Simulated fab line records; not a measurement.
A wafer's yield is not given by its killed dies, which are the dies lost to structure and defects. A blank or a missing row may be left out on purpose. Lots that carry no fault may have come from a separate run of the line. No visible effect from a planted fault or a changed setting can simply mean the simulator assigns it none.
The tool behind it: which one? ; flow n5-finfet ; 10 lots, 30 wafers sampled, at 4 steps of a route of 1938

## WHAT THE GAUGES READ, wafer by wafer
N5_BEOL_M14_INSPECT_12: inspects for defects (macro).
lot;measured;on;raw-defect-count
L491;day 12 12:37;defect-inspect-01;3 1 1
L497;day 13 17:56;defect-inspect-02;2 2 1
L499;day 14 04:17;defect-inspect-01;2 3 3
L506;day 15 08:59;defect-inspect-01;4 3 3
L505;day 15 13:24;defect-inspect-01;2 8 1
L504;day 15 13:39;defect-inspect-01;1 2 5
L507;day 15 17:20;defect-inspect-02;0 2 1
L509;day 16 17:46;defect-inspect-02;3 0 4
L510;day 16 21:03;defect-inspect-01;2 4 2
L511;day 17 01:13;defect-inspect-02;3 1 0

N5_BEOL_M14_INSPECT_30: inspects for defects (macro).
lot;measured;on;raw-defect-count
L491;day 12 13:28;defect-inspect-02;2 1 1
L497;day 13 18:55;defect-inspect-01;>300 >300 >300
L499;day 14 05:20;defect-inspect-02;>300 >300 >300
L506;day 15 10:04;defect-inspect-01;4 1 1
L505;day 15 14:17;defect-inspect-01;4 2 0
L504;day 15 14:38;defect-inspect-01;3 3 0
L507;day 15 18:19;defect-inspect-01;3 0 3
L509;day 16 18:45;defect-inspect-01;1 1 4
L510;day 16 22:23;defect-inspect-02;4 1 2
L511;day 17 02:04;defect-inspect-02;2 2 1

## TOOL THAT RAN EACH LOT (tool first, then ch and the chambers of the sampled wafers, then the start)
lot;N5_BEOL_M14_STRIP_64;N5_BEOL_M14_STRIP_71
L491;rie-diel-03 ch 0,3, day 12 13:01 or earlier;wet-bench-04 ch 3,4,6, day 12 13:01
L497;rie-diel-03 ch 0,1,3, day 13 18:21 or earlier;wet-bench-01 ch 1,3,6, day 13 18:21
L499;rie-diel-03 ch 0,3, day 14 04:46 or earlier;wet-bench-01 ch 2,3,6, day 14 04:46
L506;rie-diel-05 ch 0,2, day 15 09:37 or earlier;wet-bench-05 ch 4,5,6, day 15 09:37
L505;rie-diel-05 ch 1,3, day 15 13:49 or earlier;wet-bench-04 ch 2,6,7, day 15 13:49
L504;rie-diel-03 ch 0,1,3, day 15 14:04 or earlier;wet-bench-05 ch 3,4,5, day 15 14:04
L507;rie-diel-05 ch 1,2, day 15 17:44 or earlier;wet-bench-04 ch 2,4,7, day 15 17:44
L509;rie-diel-03 ch 2,3, day 16 18:16 or earlier;wet-bench-04 ch 0,1,6, day 16 18:16
L510;rie-diel-01 ch 0,1,2, day 16 21:49 or earlier;wet-bench-01 ch 1,5,6, day 16 21:49
L511;rie-diel-01 ch 0,2,3, day 17 01:38 or earlier;wet-bench-01 ch 0,1,2, day 17 01:38
- N5_BEOL_M14_STRIP_64: strips in O2.
- N5_BEOL_M14_STRIP_71: strips in post etch residue remover, time 60 s.

## WHAT THE TOOLS THEMSELVES READ (means of the sampled wafers that have a number; where no wafer has one, the mark that the record gives instead)
N5_BEOL_M14_STRIP_64.
lot;tool;drypump-motor-current-A (A);oes-product-au (a.u.);rf-vpp-V (V);showerhead-plenum-p-Torr (Torr);throttle-valve-pct (%)
L491;rie-diel-03;5.8;0.73;3.3;2.11;16.48
L497;rie-diel-03;5.7;0.76;4.2;2.08;16.46
L499;rie-diel-03;5.8;0.72;3.9;2.10;16.50
L506;rie-diel-05;5.3;0.78;4.0;2.14;16.95
L505;rie-diel-05;6.2;0.81;3.5;2.20;16.66
L504;rie-diel-03;5.8;0.75;3.8;2.07;16.49
L507;rie-diel-05;5.4;0.84;3.3;2.14;16.75
L509;rie-diel-03;5.5;0.73;4.0;2.01;16.45
L510;rie-diel-01;5.8;0.84;4.1;2.04;16.53
L511;rie-diel-01;5.7;0.83;3.4;2.04;16.73

## THE ANSWER, worked out from the rows above alone
Rule: usual is defined by the lots themselves. The widest of any qualifying gaps counts: lots, ordered by their means at a reading, are off when they make up no more than a third of the lots, leave a main group of 4 or more, and stand apart from it by 3 or more times the standard deviation of that group's means. Not used: any main group whose means are identical at the precision the tables above print for the reading. A lot without any number at a reading at which 4 lots or more have one is off too. Any other lot the step has rows for is counted as sound. First the gauges in route order, then the tools' own readings, where a lot's mean is used as printed above. At the first step where some lot is off, the reading lying furthest off is the one used; lots without a number count as furthest.
Off at N5_BEOL_M14_INSPECT_30 (raw-defect-count): L497, L499. Without a number there: L497, L499. Mean 1.9 and standard deviation 0.28 in the main group.
A tool fits if, at a process step before that reading, it ran every lot that is off, and no sound lot after the first of them. Gauges at N5_BEOL_M14_INSPECT_30: tried the same way as those tools. N5_BEOL_M14_STRIP_64: start missing for some lots; hours and lot order therefore follow N5_BEOL_M14_STRIP_71. No candidate that was tried fits.

## WHAT THE SIMULATOR PUT IN
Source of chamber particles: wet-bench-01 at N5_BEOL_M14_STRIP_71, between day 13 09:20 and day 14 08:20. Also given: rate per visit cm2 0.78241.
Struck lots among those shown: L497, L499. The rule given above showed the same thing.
